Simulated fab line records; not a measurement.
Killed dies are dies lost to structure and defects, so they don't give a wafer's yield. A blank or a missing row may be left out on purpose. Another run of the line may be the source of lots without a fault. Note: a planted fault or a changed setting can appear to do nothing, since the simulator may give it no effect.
Lot-split experiment || flow n5 finfet || 21 wafers read across 7 lots, on a route 1938 steps long

THE SPLIT ITSELF
At N5_BEOL_M14_COAT_66 (time 60 s, resist thk 110 nm), the setting spin rpm was moved away from the recipe's 1500 rpm on 6 of the 21 wafers read, by -11.1% to -3.1%. All remaining wafers had this setting at the recipe value.

Reading taken at the split's own step.

THE READING
SiARC_of_BEOL_M14_COAT_66.thk nm (the simulator's own value, which no gauge read), in nm, at N5_BEOL_M14_COAT_66 (time 60 s, resist thk 110 nm). No usual value for it is given in the file. The 15 wafers here that ran the recipe average 109.9 nm, standard deviation 0.35 nm.

{"wafer": "L075.1", "tool, chamber at the split": "litho track-02, 0", "spin rpm as run, rpm": 1500, "against the recipe": "recipe", "SiARC_of_BEOL_M14_COAT_66.thk nm, nm": 110.2, "against lot-mates on the recipe": "-"}
{"wafer": "L075.2", "tool, chamber at the split": "litho track-02, 0", "spin rpm as run, rpm": 1334, "against the recipe": "-11.1%", "SiARC_of_BEOL_M14_COAT_66.thk nm, nm": 116.8, "against lot-mates on the recipe": "+6.8"}
{"wafer": "L075.6", "tool, chamber at the split": "litho track-02, 0", "spin rpm as run, rpm": 1500, "against the recipe": "recipe", "SiARC_of_BEOL_M14_COAT_66.thk nm, nm": 109.8, "against lot-mates on the recipe": "-"}
{"wafer": "L083.1", "tool, chamber at the split": "litho track-03, 0", "spin rpm as run, rpm": 1500, "against the recipe": "recipe", "SiARC_of_BEOL_M14_COAT_66.thk nm, nm": 109.6, "against lot-mates on the recipe": "-"}
{"wafer": "L083.3", "tool, chamber at the split": "litho track-03, 0", "spin rpm as run, rpm": 1500, "against the recipe": "recipe", "SiARC_of_BEOL_M14_COAT_66.thk nm, nm": 109.4, "against lot-mates on the recipe": "-"}
{"wafer": "L083.5", "tool, chamber at the split": "litho track-03, 0", "spin rpm as run, rpm": 1500, "against the recipe": "recipe", "SiARC_of_BEOL_M14_COAT_66.thk nm, nm": 109.8, "against lot-mates on the recipe": "-"}
{"wafer": "L092.1", "tool, chamber at the split": "litho track-03, 0", "spin rpm as run, rpm": 1500, "against the recipe": "recipe", "SiARC_of_BEOL_M14_COAT_66.thk nm, nm": 109.4, "against lot-mates on the recipe": "-"}
{"wafer": "L092.4", "tool, chamber at the split": "litho track-03, 0", "spin rpm as run, rpm": 1500, "against the recipe": "recipe", "SiARC_of_BEOL_M14_COAT_66.thk nm, nm": 109.4, "against lot-mates on the recipe": "-"}
{"wafer": "L092.3", "tool, chamber at the split": "litho track-03, 0", "spin rpm as run, rpm": 1500, "against the recipe": "recipe", "SiARC_of_BEOL_M14_COAT_66.thk nm, nm": 109.6, "against lot-mates on the recipe": "-"}
{"wafer": "L091.1", "tool, chamber at the split": "litho track-02, 0", "spin rpm as run, rpm": 1358, "against the recipe": "-9.5%", "SiARC_of_BEOL_M14_COAT_66.thk nm, nm": 115.8, "against lot-mates on the recipe": "+5.8"}
{"wafer": "L091.2", "tool, chamber at the split": "litho track-02, 0", "spin rpm as run, rpm": 1500, "against the recipe": "recipe", "SiARC_of_BEOL_M14_COAT_66.thk nm, nm": 110, "against lot-mates on the recipe": "-"}
{"wafer": "L091.3", "tool, chamber at the split": "litho track-02, 0", "spin rpm as run, rpm": 1500, "against the recipe": "recipe", "SiARC_of_BEOL_M14_COAT_66.thk nm, nm": 110, "against lot-mates on the recipe": "-"}
{"wafer": "L095.3", "tool, chamber at the split": "litho track-03, 0", "spin rpm as run, rpm": 1500, "against the recipe": "recipe", "SiARC_of_BEOL_M14_COAT_66.thk nm, nm": 109.6, "against lot-mates on the recipe": "-"}
{"wafer": "L095.4", "tool, chamber at the split": "litho track-03, 0", "spin rpm as run, rpm": 1454, "against the recipe": "-3.1%", "SiARC_of_BEOL_M14_COAT_66.thk nm, nm": 111.4, "against lot-mates on the recipe": "+1.8"}
{"wafer": "L095.5", "tool, chamber at the split": "litho track-03, 0", "spin rpm as run, rpm": 1454, "against the recipe": "-3.1%", "SiARC_of_BEOL_M14_COAT_66.thk nm, nm": 111.4, "against lot-mates on the recipe": "+1.8"}
{"wafer": "L096.1", "tool, chamber at the split": "litho track-04, 0", "spin rpm as run, rpm": 1500, "against the recipe": "recipe", "SiARC_of_BEOL_M14_COAT_66.thk nm, nm": 110.6, "against lot-mates on the recipe": "-"}
{"wafer": "L096.4", "tool, chamber at the split": "litho track-04, 0", "spin rpm as run, rpm": 1500, "against the recipe": "recipe", "SiARC_of_BEOL_M14_COAT_66.thk nm, nm": 110, "against lot-mates on the recipe": "-"}
{"wafer": "L096.5", "tool, chamber at the split": "litho track-04, 0", "spin rpm as run, rpm": 1500, "against the recipe": "recipe", "SiARC_of_BEOL_M14_COAT_66.thk nm, nm": 110.2, "against lot-mates on the recipe": "-"}
{"wafer": "L097.1", "tool, chamber at the split": "litho track-04, 0", "spin rpm as run, rpm": 1379, "against the recipe": "-8.1%", "SiARC_of_BEOL_M14_COAT_66.thk nm, nm": 114.6, "against lot-mates on the recipe": "+4.4"}
{"wafer": "L097.4", "tool, chamber at the split": "litho track-04, 0", "spin rpm as run, rpm": 1379, "against the recipe": "-8.1%", "SiARC_of_BEOL_M14_COAT_66.thk nm, nm": 114.6, "against lot-mates on the recipe": "+4.4"}
{"wafer": "L097.6", "tool, chamber at the split": "litho track-04, 0", "spin rpm as run, rpm": 1500, "against the recipe": "recipe", "SiARC_of_BEOL_M14_COAT_66.thk nm, nm": 110.2, "against lot-mates on the recipe": "-"}

FIT RESULTS
A straight line over all 21 wafers: SiARC_of_BEOL_M14_COAT_66.thk nm changes by -0.611 nm for each +1% of spin rpm; r = -0.99; the points scatter about the line by 0.33 nm.
The same after taking each lot's own level away (the mean of its wafers on the recipe; 21 wafers): -0.589 nm for each +1%; r = -1.00; scatter 0.2 nm.
The reading moves by 6.5 nm for the largest change in spin rpm, on that fit.
Across the lots, their own levels run from 109.47 to 110.27 nm, a range of 2.3 times the standard deviation given above.
The two slopes agree, so the slope changes little with the lot-to-lot level.
Check: for one of the wafers moved furthest among these (-11.1%), held out of the fit, the line's prediction against its lot-mates is +6.35 nm. It came out at +6.8 nm against them.

FURTHER SPLITS ON THESE WAFERS
These wafers also went through other splits before the reading. Each is held against what the fit with the lots' levels taken away leaves over:
{"other split on the same wafers": "N5_BEOL_M9_TRENCH_ETCH_37 bias w", "wafers away from the commonest value": 11, "r with SiARC_of_BEOL_M14_COAT_66.thk nm (lot level and that fit taken away)": -0.01}
{"other split on the same wafers": "N5_BEOL_M10_ETCH_62 time s", "wafers away from the commonest value": 6, "r with SiARC_of_BEOL_M14_COAT_66.thk nm (lot level and that fit taken away)": "+0.13"}
{"other split on the same wafers": "N5_BEOL_M11_ILD_DEP_00 time s", "wafers away from the commonest value": 10, "r with SiARC_of_BEOL_M14_COAT_66.thk nm (lot level and that fit taken away)": "+0.24"}
{"other split on the same wafers": "N5_BEOL_M12_COAT_04 spin rpm", "wafers away from the commonest value": 9, "r with SiARC_of_BEOL_M14_COAT_66.thk nm (lot level and that fit taken away)": "+0.06"}
{"other split on the same wafers": "N5_BEOL_M12_SPUTTER_43 power w", "wafers away from the commonest value": 9, "r with SiARC_of_BEOL_M14_COAT_66.thk nm (lot level and that fit taken away)": -0.13}
{"other split on the same wafers": "N5_BEOL_M12_SPUTTER_44 time s", "wafers away from the commonest value": 8, "r with SiARC_of_BEOL_M14_COAT_66.thk nm (lot level and that fit taken away)": "+0.02"}

FILE'S OWN FIT
SiARC_of_BEOL_M14_COAT_66.thk nm changes by -0.597 nm for each +1% of spin rpm, r = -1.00.
